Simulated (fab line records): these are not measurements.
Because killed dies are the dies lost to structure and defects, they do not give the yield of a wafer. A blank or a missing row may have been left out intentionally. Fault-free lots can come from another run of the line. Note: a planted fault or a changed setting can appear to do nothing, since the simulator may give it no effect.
Matching of chambers -- flow nandHarc -- NHARC_P_M0_PRE_CLEAN_31 on pecvd-04: 3 sister chambers
The step time 12 s. 3 wafers are shown with their chamber, then 8 later ones without.

## WAFERS WITH THEIR CHAMBER
wafer,chamber,rfFwdPowerW (W)
L086.2,1,292.9
L086.3,2,291.4
L091.1,0,291.4

## WAFERS WITH NO CHAMBER GIVEN
wafer,rfFwdPowerW (W)
L091.4,292.0
L091.5,291.4
L091.2,292.2
L091.3,292.7
L091.6,294.4
L092.4,291.8
L092.5,293.7
L092.6,293.3

## EACH ONE'S CHAMBER
wafer,from the rows above,in truth
L091.4,can't be placed: 0 or 2 or 1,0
L091.5,can't be placed: 0 or 2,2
L091.2,can't be placed: 1 or 0 or 2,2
L091.3,can't be placed: 1 or 0 or 2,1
L091.6,1,1
L092.4,can't be placed: 0 or 2 or 1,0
L092.5,1,1
L092.6,1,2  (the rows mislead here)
Placed correctly: 2 of 8. Can't be placed from these rows: 5 (the true chamber is among the candidates in 5). Wrongly placed: 1.
How it was worked out, from the rows above alone: a wafer's distance from a chamber is the root of the sum, over the readings, of the square of ((its reading less the chamber's mean) divided by the reading's scatter). If the next closest chamber is less than 2 further off than the closest, the wafer can't be placed; otherwise it belongs to the closest. Each chamber's mean is taken over the wafers shown for it. The scatter: with one shown wafer a chamber, the root of the mean of the squares of how far each hidden wafer lies from its nearest shown one.
